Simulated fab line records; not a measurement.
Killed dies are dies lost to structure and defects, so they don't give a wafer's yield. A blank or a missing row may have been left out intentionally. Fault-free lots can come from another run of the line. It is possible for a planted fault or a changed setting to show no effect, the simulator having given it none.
Which tool is to blame? / flow nand harc / 18 wafers from 6 lots sampled at 5 of the route's 1159 steps

== WHAT THE GAUGES SHOWED, per wafer ==
NHARC_END_SORT_01.
lot=L528; measured=day 20 01:14; on=prober-02; killed at array=27 71 17

== EACH LOT AND THE TOOL THAT RAN IT (in order: tool; ch and the chambers of the sampled wafers; start) ==
lot=L523; NHARC_A_CONTACT_ETCH_30=rie diel-10 ch 0,1,2, day 17 05:14; NHARC_HYBRID_BOND_ACTIVATE_00=rie diel-12 ch 1,2,3, day 18 05:53; NHARC_THIN_TSV_PVD_51=pvd sputter-03, day 18 22:02 or earlier; NHARC_THIN_TSV_CMP_21=cmp-01 ch 0,1,3, day 18 22:02
lot=L528; NHARC_A_CONTACT_ETCH_30=rie diel-10 ch 0,1,2, day 17 16:49; NHARC_HYBRID_BOND_ACTIVATE_00=rie diel-12 ch 0,2,3, day 18 16:16; NHARC_THIN_TSV_PVD_51=pvd sputter-01, day 19 06:38 or earlier; NHARC_THIN_TSV_CMP_21=cmp-02 ch 0,3, day 19 06:38
lot=L539; NHARC_A_CONTACT_ETCH_30=rie diel-07 ch 0,2,3, day 21 05:14; NHARC_HYBRID_BOND_ACTIVATE_00=rie diel-02 ch 1,2, day 22 10:46; NHARC_THIN_TSV_PVD_51=pvd sputter-03, day 23 03:41 or earlier; NHARC_THIN_TSV_CMP_21=cmp-03 ch 0,2,3, day 23 03:41
lot=L542; NHARC_A_CONTACT_ETCH_30=rie diel-07 ch 1,2,3, day 22 08:52; NHARC_HYBRID_BOND_ACTIVATE_00=rie diel-12 ch 0,1,3, day 23 06:04; NHARC_THIN_TSV_PVD_51=pvd sputter-01, day 24 00:04 or earlier; NHARC_THIN_TSV_CMP_21=cmp-03 ch 0,1,2, day 24 00:04
lot=L541; NHARC_A_CONTACT_ETCH_30=rie diel-10 ch 1,2,3, day 22 18:04; NHARC_HYBRID_BOND_ACTIVATE_00=rie diel-12 ch 0,1,2, day 23 18:32; NHARC_THIN_TSV_PVD_51=pvd sputter-02, day 24 11:34 or earlier; NHARC_THIN_TSV_CMP_21=cmp-03 ch 0,1,2, day 24 11:34
lot=L545; NHARC_A_CONTACT_ETCH_30=rie diel-07 ch 1,2, day 22 23:55; NHARC_HYBRID_BOND_ACTIVATE_00=rie diel-07 ch 0,1,3, day 24 00:53; NHARC_THIN_TSV_PVD_51=pvd sputter-02, day 24 17:47 or earlier; NHARC_THIN_TSV_CMP_21=cmp-03 ch 0,2, day 24 17:47
- NHARC_A_CONTACT_ETCH_30: etches the open film in CF4/CHF3, target depth 60.5 nm, time 30.2 s.
- NHARC_HYBRID_BOND_ACTIVATE_00: chemistry N2, time 60 s.
- NHARC_THIN_TSV_PVD_51: deposits Cu, target thk 100 nm.
- NHARC_THIN_TSV_CMP_21: polishes, t overpolish 30 s, target thk 2000 nm.

== THE ANSWER, worked out from the rows above alone ==
Rule: the usual values come from the lots themselves. Put in order of their means at a reading, lots are off if they are a third of the lots or fewer, leave a main group of 4 or more, and stand apart from it by a gap of 3 or more times the standard deviation of the main group's means; of several such gaps the widest counts. The tables above print the reading to a certain number of digits; a main group whose means all agree to those digits is not used. Also off: a lot with no number at a reading for which 4 or more lots have one. Where the step has rows for the other lots, those lots are counted as sound.
None of the lots is off at any reading shown; this tells nothing.

== WHAT WAS PUT IN BY THE SIMULATOR ==
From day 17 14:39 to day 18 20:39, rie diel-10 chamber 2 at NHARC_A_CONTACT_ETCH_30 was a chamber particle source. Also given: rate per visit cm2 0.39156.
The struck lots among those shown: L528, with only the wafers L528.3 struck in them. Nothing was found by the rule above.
